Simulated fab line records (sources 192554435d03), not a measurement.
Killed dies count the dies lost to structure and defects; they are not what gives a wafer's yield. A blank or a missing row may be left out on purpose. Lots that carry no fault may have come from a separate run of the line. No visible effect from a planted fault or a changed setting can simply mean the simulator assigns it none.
fab line records    flow n5Finfet
record: lots: 13  wafers: 33  lastDay: 18
route steps=1938 shown FIN_CUT@173 STI_FIN_REVEAL@196 PASSIVATION@1936
lots that met no fault: from a run of the same line without faults
startH: start of the lot's first displayed wafer, in hours after the record's first day    waitH: hours from the lot's prior step to this one    " same as the row above    L1.1+2: one row covering several wafers at once    - no value, or no start was given    * or withheld: withheld    < > ~ a bound
route shown NAME@n: names a module that has steps shown in the file, with the first one's number in the route    usual: mean and standard deviation over wafers with no fault    same: alike in all rows    chamber/n: place in a boat    sites: readings site by site    _std_site: their standard deviation    _edge_site: inner sites' mean taken away from outer sites' mean    radiusMm: for every site, how far away it sits from the centre of the wafer    mask NAME#n: copy n    behind: tool/chamber where the wafer was last shaped    hold: cause of the lot's hold/its duration in hours/its outcome    device: the n, p or np transistor that did not switch    end of line: the same wafers' tests at the end of the route    step lacking rows: just its recipe    killed: dies that structure and defects cost at the first sort, which is not the same as the wafer's yield    map: dies across one wafer; x = killed, . = not, _ = none there
set.NAME: the setting that was run; set.NAME@STEP: the one run at that earlier step    model.NAME: the simulator's own value behind a step, which no gauge read
one table for each step of the route and one row for each wafer, over a sample of lots
services: a tool's chamber out of use, with start hour (startH, from the record's first day; less than 0 if before it), hours out, and reason
== steps ==
step: N5_FIN_CUT_CUT_ETCH_26
recipe: chemistry: CH3F/O2  target: SiNx  targetDepthA: 390  maskMaterial: SOC  timeS: 55.7  pressureMtorr: 30  sourceW: 395  biasW: 73  Ar_flow_sccm: 150  CH3F_flow_sccm: 30  O2_flow_sccm: 20  ionEnergyEv: 120
usual: CH3F_flow_sccm: 30.00/0.082  O2_flow_sccm: 20.00/0.059  drypumpMotorCurrentA: 5.8/0.42  oesProductAu: 0.76/0.044  rfVppV: 298/7.1  showerheadPlenumPTorr: 1.99/0.066  throttleValvePct: 16.43/0.26
lot.wafer  tool        chamber  startH  waitH  CH3F_flow_sccm  O2_flow_sccm  drypumpMotorCurrentA  oesProductAu  rfHoursCounterH  rfVppV  showerheadPlenumPTorr  throttleValvePct
L771.2     rieDiel-02  2        27.28   0.0    29.98           19.95         5.9                   0.78          106              295     2.03                   16.43
L771.5     "           2        "       "      30.03           19.98         5.9                   0.78          -                297     2.02                   16.41
L772.1     rieDiel-03  3        34.26   0.0    30.12           20.02         5.2                   0.78          111              285     1.93                   16.41
L772.6     "           2        "       "      30.21           19.93         5.9                   0.74          -                291     1.95                   16.70
L773.2     rieDiel-02  2        39.05   0.0    29.97           20.02         5.9                   0.77          110              296     2.02                   16.41
L773.5     "           1        "       "      29.96           19.99         5.6                   0.80          -                292     1.93                   16.59
L773.6     "           2        "       "      30.00           19.99         5.9                   0.78          -                296     2.02                   16.43
L774.1     rieDiel-03  2        46.79   0.0    29.92           19.96         5.9                   0.73          215              291     1.94                   16.72
L774.6     "           3        "       "      29.83           20.12         5.2                   0.78          -                285     1.93                   16.44
L775.1     rieDiel-03  1        51.96   0.0    29.95           19.99         5.1                   0.68          190              293     1.99                   16.78
L775.6     "           0        "       "      29.93           19.95         5.4                   0.77          -                301     2.08                   16.58
L776.1     rieDiel-02  2        57.48   0.0    29.99           19.99         5.9                   0.76          114              297     2.02                   16.40
L776.3     "           1        "       "      30.08           20.12         5.6                   0.80          116              292     1.93                   16.60
L777.3     rieDiel-01  0        64.78   0.0    29.86           20.02         6.4                   0.77          135              306     2.00                   16.10
L777.4     "           1        "       "      29.98           19.95         5.3                   0.78          125              308     1.91                   16.39
L777.5     "           1        "       "      30.14           19.90         5.3                   0.78          -                308     1.91                   16.39
L779.1     rieDiel-01  0        76.23   0.0    29.94           20.01         6.4                   0.77          139              307     1.99                   16.11
L779.5     "           3        "       "      29.91           20.00         6.1                   0.75          -                289     1.91                   16.79
L779.6     "           2        "       "      29.83           19.99         6.1                   0.76          -                299     2.08                   16.04
L784.3     rieDiel-02  3        109.25  0.0    30.05           20.02         5.4                   0.86          61               303     2.03                   16.19
L784.4     "           1        "       "      30.02           19.92         5.6                   0.79          131              291     1.93                   16.63
L786.1     rieDiel-01  2        117.36  0.0    29.88           19.98         6.1                   0.76          135              298     2.08                   16.08
L786.4     "           1        "       "      30.18           20.02         5.3                   0.76          141              309     1.90                   16.43
L786.6     "           2        "       "      30.04           19.92         6.1                   0.76          -                301     2.08                   16.08
L791.1     rieDiel-01  3        147.28  0.0    29.90           19.94         6.1                   0.73          189              289     1.90                   16.83
L791.2     "           1        "       "      30.12           19.99         5.3                   0.75          145              310     1.90                   16.45
L791.5     "           3        "       "      30.06           20.01         6.1                   0.73          -                289     1.90                   16.82
L792.1     rieDiel-01  0        153.83  0.0    30.02           19.99         6.4                   0.75          164              306     1.99                   16.16
L792.2     "           1        "       "      29.93           20.03         5.3                   0.76          147              310     1.90                   16.45
L792.5     "           1        "       "      29.94           19.97         5.3                   0.75          -                309     1.90                   16.44
L794.1     rieDiel-01  1        165.74  0.0    29.95           20.00         5.3                   0.75          151              308     1.90                   16.45
L794.3     "           0        "       "      30.06           19.98         6.4                   0.75          168              305     1.98                   16.17
L794.5     "           0        "       "      29.94           20.04         6.4                   0.76          -                305     1.98                   16.17
step: N5_FIN_CUT_INSPECT_17
recipe: inspectInstrument: brightfield  mode: aei
usual: rawDefectCount: 219/65
lot.wafer  tool              chamber  startH  waitH  rawDefectCount
L771.2     defectInspect-01  -        27.75   0.0    193
L771.5     "                 -        "       "      205
L772.1     defectInspect-02  -        34.73   0.0    222
L772.6     "                 -        "       "      195
L773.2     defectInspect-02  -        39.53   0.0    187
L773.5     "                 -        "       "      222
L773.6     "                 -        "       "      188
L774.1     defectInspect-01  -        47.31   0.0    238
L774.6     "                 -        "       "      164
L775.1     defectInspect-02  -        52.44   0.0    206
L775.6     "                 -        "       "      151
L776.1     defectInspect-01  -        57.96   0.0    293
L776.3     "                 -        "       "      302
L777.3     defectInspect-02  -        65.44   0.0    183
L777.4     "                 -        "       "      180
L777.5     "                 -        "       "      208
L779.1     defectInspect-01  -        76.71   0.0    190
L779.5     "                 -        "       "      191
L779.6     "                 -        "       "      250
L784.3     defectInspect-01  -        109.73  0.0    209
L784.4     "                 -        "       "      202
L786.1     defectInspect-01  -        117.89  0.0    205
L786.4     "                 -        "       "      193
L786.6     "                 -        "       "      257
L791.1     defectInspect-02  -        147.75  0.0    246
L791.2     "                 -        "       "      201
L791.5     "                 -        "       "      319
L792.1     defectInspect-01  -        154.31  0.0    185
L792.2     "                 -        "       "      158
L792.5     "                 -        "       "      273
L794.1     defectInspect-01  -        166.22  0.0    239
L794.3     "                 -        "       "      174
L794.5     "                 -        "       "      209
step: N5_STI_FIN_REVEAL_RECESS_09
recipe: chemistry: HF/NH3  target: SiO2  afsCycles: 11  targetDepthA: 425  tempC: 30  sublimationTempC: 180  sublimationTimeS: 60
usual: drypumpMotorCurrentA: 6.15/0.24
lot.wafer  tool          chamber  startH  waitH  drypumpMotorCurrentA
L771.2     vaporEtch-02  0        34.02   0.0    6.45
L771.5     "             1        35.08   1.1    6.26
L772.1     vaporEtch-01  1        42.54   0.0    5.89
L772.6     "             1        43.60   1.1    5.88
L773.2     vaporEtch-01  1        45.74   0.0    5.87
L773.5     "             1        46.80   1.1    5.88
L773.6     "             0        "       "      5.91
L774.1     vaporEtch-02  0        53.35   0.0    6.43
L774.6     "             1        54.41   1.1    6.25
L775.1     vaporEtch-02  0        58.39   0.0    6.45
L775.6     "             0        59.45   1.1    6.44
L776.1     vaporEtch-01  1        64.79   0.1    5.85
L776.3     "             0        "       "      5.90
L777.3     vaporEtch-01  1        71.98   0.6    5.88
L777.4     "             0        "       "      5.89
L777.5     "             1        "       "      5.88
L779.1     vaporEtch-02  1        82.62   0.0    6.29
L779.5     "             0        83.68   1.1    6.45
L779.6     "             1        "       "      6.28
L784.3     vaporEtch-01  1        116.18  0.6    5.89
L784.4     "             0        "       "      5.91
L786.1     vaporEtch-01  1        123.80  0.0    5.86
L786.4     "             1        "       "      5.87
L786.6     "             0        "       "      5.93
L791.1     vaporEtch-02  1        153.88  0.0    6.29
L791.2     "             0        "       "      6.45
L791.5     "             0        154.94  1.1    6.44
L792.1     vaporEtch-02  0        160.40  0.0    6.46
L792.2     "             1        "       "      6.31
L792.5     "             0        161.46  1.1    6.45
L794.1     vaporEtch-02  1        172.26  0.0    6.29
L794.3     "             1        "       "      6.29
L794.5     "             1        "       "      6.29
step: N5_STI_FIN_REVEAL_ETCH_34
recipe: chemistry: H2  mode: isotropic  material: Si  target: Si  targetDepthA: 9.7  tempC: 20  pressureMtorr: 4.5  icpW: 300  biasW: 0  h2FlowSccm: 7.5  heFlowSccm: 142.5
usual: drypumpMotorCurrentA: 5.9/0.39  oesProductAu: 0.995/0.016  throttleValvePct: 25.9/0.59
lot.wafer  tool      chamber  startH  waitH  drypumpMotorCurrentA  oesProductAu  rfHoursCounterH  throttleValvePct
L771.2     rieSi-02  3        36.17   0.2    6.8                   0.983         39               25.1
L771.5     "         3        "       "      6.8                   0.979         -                25.1
L772.1     rieSi-01  2        44.64   0.2    5.6                   0.965         5                25.5
L772.6     "         3        "       "      6.3                   1.006         -                27.0
L773.2     rieSi-01  2        47.83   0.1    5.5                   0.979         5                25.5
L773.5     "         3        "       "      6.2                   1.001         -                27.0
L773.6     "         0        "       "      5.5                   1.005         -                25.9
L774.1     rieSi-01  3        55.45   0.2    6.2                   0.991         75               27.0
L774.6     "         2        "       "      5.6                   0.963         -                25.5
L775.1     rieSi-01  3        60.49   0.2    6.2                   1.006         75               27.0
L775.6     "         1        "       "      5.9                   1.014         -                25.6
L776.1     rieSi-01  3        66.88   0.2    6.2                   1.000         75               27.0
L776.3     "         1        "       "      5.9                   1.005         78               25.6
L777.3     rieSi-02  0        73.54   0.1    6.1                   1.006         81               26.0
L777.4     "         1        "       "      5.5                   0.994         39               26.4
L777.5     "         0        "       "      6.2                   1.002         -                26.0
L779.1     rieSi-02  1        84.71   0.2    5.5                   0.978         39               26.4
L779.5     "         0        "       "      6.2                   0.993         -                26.0
L779.6     "         3        "       "      6.8                   0.979         -                25.1
L784.3     rieSi-01  3        117.74  0.1    6.2                   0.998         76               27.0
L784.4     "         2        "       "      5.6                   0.973         6                25.5
L786.1     rieSi-01  3        125.89  0.2    6.2                   1.001         76               27.0
L786.4     "         0        "       "      5.5                   1.002         87               25.9
L786.6     "         3        "       "      6.2                   1.006         -                27.0
L791.1     rieSi-02  1        156.03  0.2    5.5                   0.985         40               26.4
L791.2     "         0        "       "      6.2                   0.999         83               26.0
L791.5     "         0        "       "      6.2                   1.005         -                26.0
L792.1     rieSi-02  2        162.55  0.2    6.2                   1.023         4                26.0
L792.2     "         0        "       "      6.2                   1.013         83               26.0
L792.5     "         1        "       "      5.5                   0.989         -                26.4
L794.1     rieSi-01  3        174.50  0.3    6.2                   1.012         77               27.0
L794.3     "         0        "       "      5.5                   1.004         88               25.9
L794.5     "         1        "       "      6.0                   1.003         -                25.5
step: N5_STI_FIN_REVEAL_FIN_H_MEAS_10
usual: trenchDepthNm: 52.3/0.78
lot.wafer  tool    chamber  startH  waitH  trenchDepthNm
L771.2     ocd-02  -        36.78   0.0    52.0
L771.5     "       -        "       "      52.5
L772.1     ocd-01  -        45.25   0.0    52.6
L772.6     "       -        "       "      52.4
L773.2     ocd-01  -        48.44   0.0    53.1
L773.5     "       -        "       "      52.3
L773.6     "       -        "       "      51.7
L774.1     ocd-02  -        56.07   0.0    51.8
L774.6     "       -        "       "      53.8
L775.1     ocd-01  -        61.09   0.0    52.5
L775.6     "       -        "       "      52.4
L776.1     ocd-01  -        67.49   0.0    51.6
L776.3     "       -        "       "      52.8
L777.3     ocd-01  -        74.15   0.0    52.0
L777.4     "       -        "       "      52.0
L777.5     "       -        "       "      52.2
L779.1     ocd-01  -        85.37   0.0    53.2
L779.5     "       -        "       "      52.5
L779.6     "       -        "       "      51.2
L784.3     ocd-02  -        118.36  0.0    52.9
L784.4     "       -        "       "      43.3
L786.1     ocd-02  -        126.51  0.0    52.6
L786.4     "       -        "       "      42.5
L786.6     "       -        "       "      54.6
L791.1     ocd-01  -        156.64  0.0    51.3
L791.2     "       -        "       "      53.3
L791.5     "       -        "       "      53.1
L792.1     ocd-01  -        163.16  0.0    53.1
L792.2     "       -        "       "      51.3
L792.5     "       -        "       "      52.8
L794.1     ocd-02  -        175.11  0.0    52.6
L794.3     "       -        "       "      51.9
L794.5     "       -        "       "      51.4
step: N5_PASSIVATION_PROBE_49
usual: killed_at_M0_to_M3: 33/9.9  killed_at_M4_up: 15/5.6  killedAtContacts: 13/5.7  killedAtFrontEnd: 38/12  killedAtOther: 4/3.1  killedDies: 103/17  killedOpen: 66/13  killedShort: 32/7.8
same: grossDies: 1180  killedAtBackSide: 0
lot.wafer  tool       chamber  startH  waitH  killed_at_M0_to_M3  killed_at_M4_up  killedAtContacts  killedAtFrontEnd  killedAtOther  killedDies  killedOpen  killedShort
L784.3     prober-02  -        371.69  0.1    25                  6                22                55                1              109         80          27
L784.4     prober-02  -        371.74  0.2    42                  12               11                53                1              119         77          41
L792.1     prober-01  -        419.00  0.0    38                  18               14                41                8              119         85          32
L792.2     prober-01  -        419.05  0.1    19                  8                8                 46                9              90          57          27
L792.5     prober-01  -        419.20  0.2    19                  8                8                 34                6              75          56          18
killed by level:class
L784.3 STI_FIN_REVEAL:geometricParticle:open=17 FIN_SAQP:geometricParticle:open=16 MOL_CONTACT_COAG:geometricParticle:open=16 BEOL_M0_SAQP:geometricParticle:short=7 BEOL_M2:geometricParticle:open=6 MOL_CONTACT_COAG:geometricParticle:short=5 BEOL_M0_SAQP:geometricParticle:open=4 STARTING-WAFER:geometricParticle:open=4
L784.4 BEOL_M1:geometricParticle:open=14 BEOL_M0_SAQP:geometricParticle:short=13 MOL_CONTACT_COAG:geometricParticle:open=10 FIN_SAQP:geometricParticle:open=7 STI_FIN_REVEAL:geometricParticle:open=7 ILD0:geometricParticle:open=7 GATE_CUT:geometricParticle:short=7 BEOL_M4:geometricParticle:open=6
L792.1 STI_FIN_REVEAL:geometricParticle:open=13 BEOL_M3:geometricParticle:open=12 MOL_CONTACT_COAG:geometricParticle:open=10 BEOL_M2:geometricParticle:open=9 BEOL_M3:geometricParticle:short=6 BEOL_M4:geometricParticle:open=6 DUMMY_GATE:geometricParticle:open=5 BEOL_M0_SAQP:geometricParticle:open=5
L792.2 STI_FIN_REVEAL:geometricParticle:open=13 FIN_SAQP:geometricParticle:open=7 MOL_CONTACT_COAG:geometricParticle:open=7 GATE_CUT:geometricParticle:short=4 BEOL_M2:geometricParticle:open=4 FIN_SAQP:geometricParticle:short=3 BEOL_M4:geometricParticle:open=3 ILD0:geometricParticle:short=3
L792.5 STI_FIN_REVEAL:geometricParticle:open=14 MOL_CONTACT_COAG:geometricParticle:open=7 FIN_SAQP:geometricParticle:open=4 DUMMY_GATE:geometricParticle:open=4 BEOL_M0_SAQP:geometricParticle:open=4 BEOL_M1:geometricParticle:open=4 BEOL_M3:geometricParticle:open=3 BEOL_M4:geometricParticle:open=3
== services ==
tool          chamber  startH  hours  kind
rieSi-02      2        10.18   44.4   repair
rieDiel-01    0        16.69   6.4    repair
vaporEtch-02  0        60.08   22.2   repair
vaporEtch-01  -        80.07   0.1    repair
rieSi-01      0        83.12   11.9   repair
rieSi-02      3        93.25   2.0    repair
rieDiel-03    3        101.29  10.9   repair
rieDiel-01    -        109.57  5.3    repair
rieDiel-01    1        126.45  15.1   repair
rieDiel-03    3        146.00  3.7    repair
rieDiel-02    0        156.91  -      clean
rieDiel-02    0        156.91  -      consumableReplace:focusRing
rieDiel-02    0        156.91  15.5   scheduledDown
rieDiel-02    0        156.91  15.5   ventCycle
rieDiel-03    2        173.35  -      clean
rieDiel-03    2        173.35  -      consumableReplace:focusRing
rieDiel-03    2        173.35  19.9   scheduledDown
rieDiel-03    2        173.35  19.9   ventCycle
== key ==
firstSign: step: N5_STI_FIN_REVEAL_FIN_H_MEAS_10  reading: trenchDepthNm  direction: down  sigmas: 12  usual: 52.3  struck: 42.9
effect none on later readings
metAt N5_STI_FIN_REVEAL_RECESS_09
struckLots L784,L786
struckWafers L784.4,L786.4
testerLeftOut L784,L786
notActingAt N5_FIN_CUT_CUT_ETCH_26,N5_FIN_CUT_INSPECT_17,N5_STI_FIN_REVEAL_ETCH_34
onsetBetween 71.98 116.18
fault: kind: processParameterDrift  tool: vaporEtch-01  chamber: -  onsetH: 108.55  steps: N5_STI_FIN_REVEAL_RECESS_09  channel: targetDepthA  offset: -96.331  shape: step  endH: 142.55  scope: struckWafersOnly  actsIn: theseRecipesOnly  stated: 425
testerLeftOut: of these lots the tester's yield and bins aren't shown, on N5 and GAA mostly nor the transistor test; their killed dies are dies lost to structure and defects alone, not to doping, threshold or leakage, so they don't give the yield
